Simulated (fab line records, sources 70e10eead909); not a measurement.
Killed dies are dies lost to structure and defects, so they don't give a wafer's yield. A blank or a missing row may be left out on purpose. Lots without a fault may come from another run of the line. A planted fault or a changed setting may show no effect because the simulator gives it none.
Chamber matching | flow nand_harc | NHARC_A_BONDPAD_STRIP_15 on rie_diel-09: 4 sister chambers
The step strips in O2. 14 wafers are shown with their chamber, then 7 later ones without.

WAFERS WITH THEIR CHAMBER
wafer  | chamber | drypump_motor_current_A (A) | oes_product_au (a.u.) | rf_vpp_V (V)
L408.2 | 2       | 5.4                         | 1.016                 | 57.6
L408.4 | 0       | 5.3                         | 0.974                 | 58.3
L408.5 | 1       | 6.4                         | 1.037                 | 57.5
L410.2 | 1       | 6.4                         | 1.037                 | 57.2
L410.3 | 3       | 5.8                         | 1.014                 | 56.0
L410.5 | 2       | 5.5                         | 1.014                 | 58.7
L411.2 | 2       | 5.5                         | 1.035                 | 56.4
L411.3 | 0       | 5.3                         | 0.983                 | 56.4
L411.4 | 1       | 6.4                         | 1.039                 | 58.0
L412.3 | 1       | 6.4                         | 1.037                 | 58.0
L412.4 | 2       | 5.5                         | 1.034                 | 57.4
L412.5 | 3       | 5.8                         | 1.009                 | 57.6
L415.2 | 1       | 6.4                         | 1.037                 | 56.9
L415.3 | 2       | 5.5                         | 1.017                 | 56.9

SIGNATURES (means of the wafers above)
reading                 | chamber 0 | chamber 1 | chamber 2 | chamber 3 | scatter within a chamber
drypump_motor_current_A | 5.300     | 6.400     | 5.480     | 5.800     | 0.0283
oes_product_au          | 0.97850   | 1.03740   | 1.02320   | 1.01150   | 0.00698
rf_vpp_V                | 57.350    | 57.520    | 57.400    | 56.800    | 0.837
Rule: a wafer's distance from a chamber is the root of the sum, over the readings, of the square of ((its reading less the chamber's mean) divided by the reading's scatter). The wafer belongs to the nearest chamber; if the next one is less than 2 further off, it can't be placed. The scatter: the root of (the sum of the squares of (reading less its chamber's mean) over the shown wafers, divided by (wafers less chambers)).

WAFERS WITHOUT THEIR CHAMBER
wafer  | drypump_motor_current_A (A) | oes_product_au (a.u.) | rf_vpp_V (V)
L415.5 | 6.4                         | 1.022                 | 57.3
L422.2 | 6.4                         | 1.021                 | 57.8
L422.3 | 5.7                         | 1.014                 | 58.3
L422.5 | 5.3                         | 1.000                 | 57.3
L426.1 | 5.8                         | 1.011                 | 58.5
L426.5 | 5.5                         | 1.010                 | 57.1
L426.6 | 5.8                         | 1.004                 | 57.7

WHICH CHAMBER EACH WENT THROUGH
wafer  | from the rows above | in truth
L415.5 | 1                   | 1
L422.2 | 1                   | 1
L422.3 | 3                   | 3
L422.5 | 0                   | 0
L426.1 | 3                   | 3
L426.5 | 2                   | 2
L426.6 | 3                   | 3
Placed correctly: 7 of 7. Can't be placed from these rows: 0. Placed wrongly: 0.
